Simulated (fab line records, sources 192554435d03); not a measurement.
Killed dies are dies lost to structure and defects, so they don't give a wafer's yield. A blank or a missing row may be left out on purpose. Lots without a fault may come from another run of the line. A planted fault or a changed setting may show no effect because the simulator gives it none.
fab line records | flow n5_finfet
record lots=9 wafers=26 last_day=17
route steps=1938 shown FIN_CUT@177 STI_FIN_REVEAL@191 BEOL_M4@1111 PASSIVATION@1936
lots that met no fault: from a run of the same line without faults
start_h: hours from the record's first day to the start of the lot's first wafer shown | wait_h: hours since the lot's step before | " the same as in the row above | L1.1+2: a row that stands for several wafers | - no value, or no start given | * or withheld: withheld | < > ~ a bound
route shown NAME@n: a module of which the file shows steps, and the number in the route of the first | usual: mean/standard deviation of fault-free wafers | same: alike in all rows | chamber/n: place in a boat | sites: the reading at each site | _std_site: their standard deviation | _edge_site: outer sites' mean less inner sites' | radius_mm: how far each site lies from the wafer's centre | mask NAME#n: copy n | behind: the tool/chamber that last shaped the wafer | hold: why the lot was held/for how many hours/how that ended | device: the transistor (n, p or np) that didn't switch | end of line: the same wafers' tests at the end of the route | a step without rows: its recipe alone | killed: dies lost to structure and defects at the first sort, not the wafer's yield | map: a wafer's dies, x killed, . not, _ none there
set.NAME: the setting as run; set.NAME@STEP: as run at that earlier step | model.NAME: the simulator's own value behind a step, which no gauge read
steps of the route over a sample of lots; a table a step, a row a wafer
services: from which hour (start_h, from the record's first day; less than 0 if before it) a tool's chamber was out of use, for how many hours, and why
## steps
# step N5_FIN_CUT_CUT_ETCH_28
# recipe chemistry=HBr/Cl2/O2 target=Si target_depth_a=60 mask_material=SOC time_s=2.4 ion_energy_ev=* bias_w=* pressure_mtorr=10 icp_w=800 HBr_flow_sccm=150 Cl2_flow_sccm=80 O2_flow_sccm=12
# usual drypump_motor_current_A=5.6/0.51 he_backside_leak_sccm=2.76/0.24 oes_product_au=1.000/0.016 throttle_valve_pct=37.0/0.34
# columns lot.wafer tool chamber start_h wait_h drypump_motor_current_A he_backside_leak_sccm oes_product_au rf_hours_counter_h throttle_valve_pct
L660.2 rie_si-06 0 29.47 0.0 5.9 2.74 1.009 6 37.0
L660.3 " 1 " " 5.0 2.72 0.986 141 37.3
L660.6 " 3 " " 5.1 2.51 0.985 - 36.8
L663.2 rie_si-06 1 47.87 0.0 5.0 2.82 0.987 141 37.3
L663.3 " 3 " " 5.2 2.54 0.989 91 36.8
L663.4 " 0 " " 5.9 2.64 1.006 7 37.1
L666.1 rie_si-04 3 64.84 0.0 6.2 3.11 0.998 125 36.4
L666.4 " 1 " " 4.8 2.61 1.022 69 37.0
L666.5 " 2 " " 5.3 2.41 1.025 - 37.3
L668.1 rie_si-06 3 76.03 0.0 5.2 2.60 0.979 91 36.8
L668.2 " 1 " " 5.0 2.75 0.983 142 37.3
L668.5 " 1 " " 5.0 2.74 0.984 - 37.3
L670.2 rie_si-04 3 87.14 0.0 6.2 2.91 0.994 126 36.4
L670.3 " 0 " " 5.3 2.61 1.020 73 36.8
L670.5 " 3 " " 6.2 3.01 0.993 - 36.4
L672.5 rie_si-06 0 103.49 0.0 5.9 2.80 1.007 - 37.1
L672.6 " 3 " " 5.2 2.56 0.995 - 36.8
L681.3 rie_si-04 3 154.79 0.0 6.2 3.23 0.989 127 36.4
L681.4 " 2 " " 5.3 2.51 1.025 96 37.3
L681.6 " 1 " " 4.8 2.63 1.017 - 37.0
L682.2 rie_si-01 0 159.74 0.0 5.4 2.92 0.995 98 37.0
L682.4 " 1 " " 6.0 2.60 1.019 2 37.5
L682.6 " 3 " " 5.9 2.93 0.995 - 36.4
L683.3 rie_si-04 0 165.48 0.0 5.3 2.61 1.017 75 36.8
L683.5 " 3 " " 6.2 3.12 1.000 - 36.4
L683.6 " 1 " " 4.8 2.45 1.013 - 37.0
# step N5_FIN_CUT_STRIP_22
# recipe chemistry=N2/H2 power_w=500 temp_c=40 pressure_mtorr=50 rf_frequency_hz=6e+07 overash_fraction=0.3 bias_power_w=8 h2_frac=0.5 n2_flow_sccm=300 h2_flow_sccm=300
# usual drypump_motor_current_A=5.8/0.5 oes_product_au=0.78/0.056 rf_vpp_V=54.0/2.1 showerhead_plenum_p_Torr=3.34/0.092 throttle_valve_pct=19.10/0.28
# same overash_fraction=0.3
# columns lot.wafer tool chamber start_h wait_h drypump_motor_current_A oes_product_au rf_hours_counter_h rf_vpp_V showerhead_plenum_p_Torr throttle_valve_pct
L660.2 rie_diel-06 1 29.62 0.1 5.4 0.78 118 55.2 3.38 19.25
L660.3 " 3 " " 5.7 0.76 148 55.5 3.22 18.76
L660.6 " 0 " " 6.2 0.84 - 55.9 3.54 18.31
L663.2 rie_diel-05 3 47.94 0.0 4.7 0.82 132 55.8 3.35 18.84
L663.3 " 1 " " 5.2 0.74 145 51.7 3.38 19.28
L663.4 " 2 " " 6.3 0.80 102 53.8 3.39 19.26
L666.1 rie_diel-01 0 64.91 0.0 5.3 0.84 49 54.9 3.41 18.93
L666.4 " 1 " " 6.5 0.74 177 58.2 3.22 19.20
L666.5 " 3 " " 5.7 0.76 - 53.8 3.34 18.71
L668.1 rie_diel-05 0 76.10 0.1 5.8 0.83 91 53.3 3.25 19.35
L668.2 " 1 " " 5.2 0.72 153 49.7 3.38 19.32
L668.5 " 2 " " 6.3 0.80 - 56.8 3.39 19.22
L670.2 rie_diel-01 0 87.24 0.1 5.3 0.84 57 51.4 3.40 18.97
L670.3 " 3 " " 5.7 0.75 148 54.0 3.34 18.77
L670.5 " 1 " " 6.4 0.73 - 54.7 3.21 19.22
L672.5 rie_diel-05 1 103.55 0.0 5.2 0.71 - 53.2 3.37 19.34
L672.6 " 2 " " 6.4 0.78 - 55.2 3.38 19.30
L681.3 rie_diel-01 2 154.93 0.1 5.9 0.88 54 54.4 3.27 19.29
L681.4 " 1 " " 6.4 0.73 203 55.4 3.20 19.23
L681.6 " 1 " " 6.5 0.73 - 55.0 3.20 19.25
L682.2 rie_diel-06 1 159.80 0.0 5.3 0.73 159 53.7 3.36 19.34
L682.4 " 0 " " 6.1 0.80 101 54.8 3.52 18.41
L682.6 " 0 " " 6.1 0.79 - 53.6 3.52 18.38
L683.3 rie_diel-01 2 165.55 0.1 5.9 0.86 58 52.5 3.27 19.34
L683.5 " 1 " " 6.4 0.72 - 55.2 3.20 19.25
L683.6 " 0 " " 5.3 0.84 - 52.3 3.39 18.99
# step N5_STI_FIN_REVEAL_STRIP_24
# recipe chemistry=N2/H2 time_s=90 power_w=100 temp_c=40 pressure_mtorr=100 rf_frequency_hz=6e+07 bias_power_w=3 n2_flow_sccm=300 h2_flow_sccm=300
# usual drypump_motor_current_A=6.0/0.38 oes_product_au=0.79/0.081 rf_vpp_V=45.2/0.86 showerhead_plenum_p_Torr=3.36/0.099 throttle_valve_pct=12.18/0.24
# columns lot.wafer tool chamber start_h wait_h drypump_motor_current_A oes_product_au rf_hours_counter_h rf_vpp_V showerhead_plenum_p_Torr throttle_valve_pct
L660.2 rie_diel-02 1 35.56 0.0 6.1 0.73 158 46.6 3.37 12.10
L660.3 " 2 " " 5.9 0.79 114 46.1 3.53 12.12
L660.6 " 0 " " 6.4 0.94 - 45.1 3.30 11.96
L663.2 rie_diel-03 1 54.31 0.0 6.6 0.76 178 45.5 3.35 12.38
L663.3 " 3 " " 5.9 0.75 137 45.0 3.23 12.33
L663.4 " 3 " " 5.9 0.75 - 43.7 3.23 12.35
L666.1 rie_diel-04 2 71.97 0.0 6.1 0.75 183 45.4 3.37 12.37
L666.4 " 1 " " 6.3 0.89 45 46.0 3.30 11.69
L666.5 " 1 " " 6.3 0.87 - 44.1 3.30 11.69
L668.1 rie_diel-03 3 82.05 0.0 5.9 0.73 148 43.7 3.23 12.38
L668.2 " 2 " " 5.7 0.82 92 44.7 3.42 12.08
L668.5 " 2 " " 5.7 0.82 - 46.0 3.42 12.06
L670.2 rie_diel-04 3 94.09 0.0 5.1 0.97 2 45.8 3.47 12.15
L670.3 " 1 " " 6.3 0.85 54 44.4 3.29 11.71
L670.5 " 1 " " 6.3 0.85 - 44.5 3.29 11.69
L672.5 rie_diel-02 1 109.60 0.0 6.1 0.70 - 45.2 3.35 12.16
L672.6 " 2 " " 5.9 0.75 - 46.9 3.51 12.17
L681.3 rie_diel-04 0 160.79 0.0 5.8 1.00 0 45.5 3.59 11.71
L681.4 " 2 " " 6.2 0.71 219 45.3 3.35 12.46
L681.6 " 0 " " 5.8 1.00 - 46.8 3.59 11.72
L682.2 rie_diel-02 2 165.73 0.0 5.9 0.74 163 45.7 3.50 12.24
L682.4 " 3 " " 5.5 0.95 4 44.4 3.46 12.02
L682.6 " 2 " " 5.9 0.75 - 43.2 3.50 12.25
L683.3 rie_diel-04 2 171.50 0.0 6.1 0.72 221 46.7 3.35 12.45
L683.5 " 0 " " 5.8 0.97 - 46.1 3.59 11.74
L683.6 " 1 " " 6.3 0.83 - 44.5 3.28 11.80
# step N5_STI_FIN_REVEAL_RECESS_09
# recipe chemistry=HF/NH3 target=SiO2 afs_cycles=11 target_depth_a=425 temp_c=30 sublimation_temp_c=180 sublimation_time_s=60
# usual drypump_motor_current_A=5.42/0.29
# columns lot.wafer tool chamber start_h wait_h drypump_motor_current_A
L660.2 vapor_etch-02 0 35.78 0.0 5.45
L660.3 " 0 " " 5.47
L660.6 " 0 " " 5.48
L663.2 vapor_etch-02 1 54.53 0.0 5.02
L663.3 " 0 " " 5.47
L663.4 " 1 " " 5.06
L666.1 vapor_etch-01 0 72.18 0.0 5.56
L666.4 " 1 " " 5.90
L666.5 " 1 " " 5.92
L668.1 vapor_etch-02 1 82.27 0.0 5.05
L668.2 " 0 " " 5.46
L668.5 " 0 83.33 1.1 5.48
L670.2 vapor_etch-02 0 94.31 0.0 5.47
L670.3 " 0 " " 5.46
L670.5 " 1 " " 5.09
L672.5 vapor_etch-01 0 110.83 1.1 5.55
L672.6 " 1 " " 5.89
L681.3 vapor_etch-02 1 161.53 0.6 5.06
L681.4 " 0 " " 5.48
L681.6 " 1 " " 5.04
L682.2 vapor_etch-02 0 165.94 0.0 5.47
L682.4 " 0 " " 5.48
L682.6 " 1 " " 5.06
L683.3 vapor_etch-02 0 172.25 0.6 5.48
L683.5 " 0 " " 5.48
L683.6 " 1 " " 5.06
# step N5_STI_FIN_REVEAL_INSPECT_13
# recipe inspect_instrument=darkfield mode=post_clean
# usual raw_defect_count=12/5.4
# columns lot.wafer tool chamber start_h wait_h raw_defect_count
L660.2 defect_inspect-01 - 38.56 0.0 16
L660.3 " - " " 10
L660.6 " - " " 14
L663.2 defect_inspect-02 - 57.31 0.0 11
L663.3 " - " " 11
L663.4 " - " " 26
L666.1 defect_inspect-01 - 74.97 0.0 16
L666.4 " - " " 14
L666.5 " - " " 7
L668.1 defect_inspect-01 - 85.05 0.0 11
L668.2 " - " " 521
L668.5 " - " " 550
L670.2 defect_inspect-02 - 97.09 0.0 514
L670.3 " - " " 486
L670.5 " - " " 9
L672.5 defect_inspect-02 - 112.65 0.0 8
L672.6 " - " " 6
L681.3 defect_inspect-02 - 163.80 0.0 13
L681.4 " - " " 25
L681.6 " - " " 13
L682.2 defect_inspect-02 - 168.73 0.0 12
L682.4 " - " " 10
L682.6 " - " " 22
L683.3 defect_inspect-01 - 174.54 0.0 10
L683.5 " - " " 16
L683.6 " - " " 16
# step N5_BEOL_M4_RC_MEAS_101
# usual DIBL_N=37.2/1.9 DIBL_P=37.3/2.2 IOFF_N=0.18/0.038 IOFF_P=0.22/0.039 ION_N=678/11 ION_P=462/6.9 SS_N=71.8/0.68 SS_P=73.5/0.65 VT_N=249/3.4 VT_P=-250/3.2
# columns lot.wafer tool chamber start_h wait_h DIBL_N[mV/V] DIBL_P[mV/V] IOFF_N[nA/um] IOFF_P[nA/um] ION_N[uA/um] ION_P[uA/um] SS_N[mV/dec] SS_P[mV/dec] VT_N[mV] VT_P[mV]
L660.2 prober-01 0 178.96 0.2 39.7 40.5 0.22 0.25 690 461 72.7 73.3 246 -250
L660.3 " 0 " " 36.8 36.0 0.15 0.18 654 450 71.7 73.0 254 -252
L660.6 " 0 " " 35.2 35.4 0.14 0.17 673 455 72.3 72.4 251 -254
L663.2 prober-02 0 193.29 0.2 37.6 37.9 0.18 0.26 673 465 71.8 73.4 248 -248
L663.3 " 0 " " 39.2 37.8 0.22 0.26 693 466 72.8 73.0 245 -245
L663.4 " 0 " " 36.5 35.9 0.16 0.22 664 460 72.1 73.3 251 -249
L666.1 prober-01 0 212.36 0.0 35.6 35.4 0.15 0.22 672 471 70.9 73.2 252 -246
L666.4 " 0 " " 35.2 34.8 0.15 0.21 685 475 71.3 72.8 249 -247
L666.5 " 0 " " 36.8 37.2 0.17 0.24 679 474 70.8 73.7 248 -247
L668.1 prober-02 0 220.11 0.0 35.2 37.3 0.16 0.18 677 456 71.6 73.2 249 -253
L668.2 " 0 " " 36.0 38.4 0.18 0.20 698 470 71.8 73.3 246 -251
L668.5 " 0 " " 37.0 39.5 0.19 0.21 702 470 71.8 73.8 246 -250
L670.2 prober-02 0 224.24 0.2 39.2 39.2 0.21 0.23 699 465 71.7 73.5 245 -249
L670.3 " 0 " " 37.5 37.9 0.18 0.21 675 460 71.3 73.6 246 -250
L670.5 " 0 " " 38.4 38.4 0.19 0.23 681 456 72.1 73.5 246 -252
L672.5 prober-01 0 251.32 0.6 37.4 37.8 0.18 0.20 682 457 72.3 73.8 249 -253
L672.6 " 0 " " 37.2 36.9 0.17 0.18 677 448 72.1 73.4 251 -255
L681.3 prober-02 0 300.65 0.3 36.7 38.0 0.19 0.22 684 462 71.4 73.8 247 -250
L681.4 " 0 " " 37.6 39.6 0.22 0.26 690 462 72.2 73.6 247 -249
L681.6 " 0 " " 36.4 37.7 0.18 0.22 685 462 72.3 73.1 248 -250
L682.2 prober-01 0 301.36 0.2 37.2 40.0 0.18 0.22 668 452 72.0 74.4 250 -251
L682.4 " 0 " " 37.0 39.2 0.17 0.20 673 461 72.1 73.6 250 -255
L682.6 " 0 " " 35.9 37.1 0.14 0.17 655 445 72.4 73.8 254 -255
L683.3 prober-02 0 310.43 0.3 35.6 36.9 0.16 0.19 669 460 71.8 73.2 251 -253
L683.5 " 0 " " 33.3 32.9 0.11 0.15 655 453 71.8 73.2 257 -255
L683.6 " 0 " " 37.0 37.7 0.18 0.22 678 459 72.6 73.6 248 -250
# step N5_PASSIVATION_PROBE_49
# usual defect_limited_yield=91.2/1.6 killed_at_M0_to_M3=31/10 killed_at_M4_up=14/4.4 killed_at_contacts=13/6 killed_at_front_end=43/13 killed_at_other=3.5/2.6 killed_dies=104/18 killed_on_rim=14/4.6 killed_open=68/14 killed_short=34/8.1 sort_bin_4_leakage=0.01/0.073 sort_bin_5_function=5.1/1.1 sort_bin_6_memory=3.3/0.68 sort_n_pass=1076/18 sort_yield_pct=91.2/1.6
# same gross_dies=1180 killed_at_back_side=0 sort_bin_8_speed[%]=0
# columns lot.wafer tool chamber start_h wait_h defect_limited_yield[%] killed_at_M0_to_M3 killed_at_M4_up killed_at_contacts killed_at_front_end killed_at_other killed_dies killed_on_rim killed_open killed_short sort_bin_4_leakage[%] sort_bin_5_function[%] sort_bin_6_memory[%] sort_n_pass sort_yield_pct[%]
L668.1 prober-02 - 317.44 0.0 92.5 20 17 8 37 6 88 9 59 26 0 4.5 3.0 1092 92.5
L668.2 prober-02 - 317.49 0.1 85.2 14 19 11 126 5 175 28 61 38 0 8.1 4.2 1005 85.2
L668.5 prober-02 - 317.64 0.2 85.6 22 15 19 112 2 170 29 64 27 0 9.0 3.5 1010 85.6
L666.1 prober-01 - 321.12 0.0 92.5 31 18 13 24 2 88 8 59 29 0 4.2 2.7 1092 92.5
L666.4 prober-01 - 321.27 0.2 92.7 44 6 8 25 3 86 7 57 28 0 3.8 3.0 1094 92.7
L666.5 prober-01 - 321.32 0.2 90.5 35 10 7 60 0 112 16 60 48 0 6.0 3.2 1068 90.5
L670.2 prober-02 - 330.88 0.1 85.4 34 13 11 105 9 172 27 60 40 0 8.5 4.2 1008 85.4
L670.3 prober-02 - 330.93 0.1 84.1 35 20 9 121 3 188 35 78 38 0 9.7 4.2 992 84.1
L670.5 prober-02 - 331.03 0.2 91.4 40 14 0 38 9 101 13 61 39 0 5.4 2.9 1079 91.4
L672.5 prober-02 - 351.45 0.2 88.3 51 14 28 38 7 138 13 89 49 0 7.6 3.8 1042 88.3
L672.6 prober-02 - 351.50 0.3 89.5 51 25 11 32 5 124 14 71 53 0 5.8 4.4 1056 89.5
# killed by level:class
L668.1 MOL_CONTACT_COAG:geometric_particle:open=8 STI_FIN_REVEAL:geometric_particle:open=6 FIN_SAQP:geometric_particle:short=5 DUMMY_GATE:geometric_particle:open=4 BEOL_M1:geometric_particle:open=4 BEOL_M2:geometric_particle:open=4 BEOL_M4:geometric_particle:open=4 BEOL_M5:geometric_particle:open=4
L668.2 STI_FIN_REVEAL:unspecified=76 FIN_SAQP:geometric_particle:short=12 BEOL_M4:geometric_particle:open=12 MOL_CONTACT_COAG:geometric_particle:open=9 FIN_SAQP:geometric_particle:open=7 STI_FIN_REVEAL:geometric_particle:open=4 GATE_CUT:geometric_particle:short=4 DUMMY_GATE:geometric_particle:open=3
L668.5 STI_FIN_REVEAL:unspecified=78 STI_FIN_REVEAL:geometric_particle:open=15 MOL_CONTACT_COAG:geometric_particle:open=14 BEOL_M2:geometric_particle:open=10 FIN_SAQP:geometric_particle:short=8 BEOL_M4:geometric_particle:open=8 FIN_SAQP:geometric_particle:open=6 MOL_CONTACT_COAG:geometric_particle:short=5
L666.1 BEOL_M0_SAQP:geometric_particle:open=12 MOL_CONTACT_COAG:geometric_particle:open=11 BEOL_M4:geometric_particle:open=10 GATE_CUT:geometric_particle:short=7 STARTING-WAFER:geometric_particle:short=4 BEOL_M0_SAQP:geometric_particle:short=4 BEOL_M2:geometric_particle:open=4 BEOL_M3:geometric_particle:open=4
L666.4 BEOL_M0_SAQP:geometric_particle:short=12 BEOL_M0_SAQP:geometric_particle:open=11 BEOL_M2:geometric_particle:open=9 MOL_CONTACT_COAG:geometric_particle:open=7 FIN_SAQP:geometric_particle:open=4 STI_FIN_REVEAL:geometric_particle:open=3 DUMMY_GATE:geometric_particle:open=3 BEOL_M0:geometric_particle:open=3
L666.5 FIN_SAQP:geometric_particle:short=13 ILD0:geometric_particle:open=7 GATE_CUT:geometric_particle:short=7 BEOL_M0_SAQP:geometric_particle:open=7 BEOL_M0:geometric_particle:open=7 STARTING-WAFER:geometric_particle:open=7 BEOL_M1:geometric_particle:open=6 FIN_SAQP:geometric_particle:open=5
L670.2 STI_FIN_REVEAL:unspecified=72 FIN_SAQP:geometric_particle:open=11 BEOL_M0_SAQP:geometric_particle:short=9 MOL_CONTACT_COAG:geometric_particle:open=8 BEOL_M1:geometric_particle:open=7 BEOL_M0_SAQP:geometric_particle:open=6 FIN_SAQP:geometric_particle:short=5 BEOL_M1:geometric_particle:short=5
L670.3 STI_FIN_REVEAL:unspecified=72 FIN_SAQP:geometric_particle:open=17 BEOL_M0_SAQP:geometric_particle:short=12 BEOL_M0_SAQP:geometric_particle:open=12 STI_FIN_REVEAL:geometric_particle:open=7 MOL_CONTACT_COAG:geometric_particle:open=7 GATE_CUT:geometric_particle:short=6 BEOL_M3:geometric_particle:open=5
L670.5 BEOL_M0_SAQP:geometric_particle:open=10 STI_FIN_REVEAL:geometric_particle:open=9 BEOL_M0_SAQP:geometric_particle:short=9 FIN_SAQP:geometric_particle:short=6 BEOL_M3:geometric_particle:open=6 BEOL_M4:geometric_particle:short=6 FIN_SAQP:geometric_particle:open=5 BEOL_M1:geometric_particle:open=5
L672.5 BEOL_M0_SAQP:geometric_particle:open=22 MOL_CONTACT_COAG:geometric_particle:open=20 BEOL_M0_SAQP:geometric_particle:short=14 FIN_SAQP:geometric_particle:open=13 MOL_CONTACT_COAG:geometric_particle:short=8 FIN_SAQP:geometric_particle:short=6 BEOL_M2:geometric_particle:open=5 BEOL_M3:geometric_particle:open=5
L672.6 BEOL_M0_SAQP:geometric_particle:short=14 BEOL_M0_SAQP:geometric_particle:open=13 BEOL_M2:geometric_particle:open=12 BEOL_M4:geometric_particle:open=12 FIN_SAQP:geometric_particle:short=9 MOL_CONTACT_COAG:geometric_particle:open=7 STARTING-WAFER:geometric_particle:short=6 GATE_CUT:geometric_particle:short=5
## services
# columns tool chamber start_h hours kind
rie_diel-02 2 13.02 8.6 repair
rie_diel-06 3 13.40 12.9 repair
rie_si-04 - 17.76 0.8 repair
rie_diel-04 - 26.51 1.0 repair
rie_diel-03 0 38.77 15.3 repair
rie_diel-06 - 43.09 0.3 repair
rie_si-01 - 64.90 2.8 pm
rie_diel-06 - 69.31 0.9 repair
rie_si-06 1 71.37 4.5 repair
rie_diel-04 3 73.27 - clean
rie_diel-04 3 73.27 - consumable_replace:focus_ring
rie_diel-04 3 73.27 14.5 scheduled_down
rie_diel-06 0 78.52 2.4 repair
rie_si-01 3 86.83 9.1 repair
rie_si-06 1 92.91 14.9 repair
rie_si-06 2 99.28 2.6 repair
rie_diel-04 3 99.28 11.7 repair
rie_si-04 2 99.97 11.3 repair
rie_si-04 1 109.90 3.8 repair
rie_diel-06 0 131.10 4.3 repair
rie_si-06 3 134.02 7.5 repair
rie_si-04 2 151.23 2.1 repair
rie_si-04 2 159.62 15.3 repair
rie_diel-01 - 163.38 1.2 repair
## key
first_sign step=N5_STI_FIN_REVEAL_INSPECT_13 reading=raw_defect_count direction=up sigmas=94 usual=12 struck=518
effect step=N5_PASSIVATION_PROBE_49 reading=killed_at_front_end direction=up sigmas=5.8 usual=43 struck=116
more_kills_born_at N5_STI_FIN_REVEAL_RECESS_09@vapor_etch-02=298
met_at N5_STI_FIN_REVEAL_RECESS_09
struck_lots L668,L670
struck_wafers L668.2,L668.5,L670.2,L670.3
not_acting_at N5_FIN_CUT_CUT_ETCH_28,N5_FIN_CUT_STRIP_22,N5_STI_FIN_REVEAL_STRIP_24
onset_between 54.53 82.27
fault kind=chamber_particle_source tool=vapor_etch-02 chamber=0 onset_h=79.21 steps=N5_STI_FIN_REVEAL_RECESS_09 rate_per_visit_cm2=0.79709 end_h=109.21
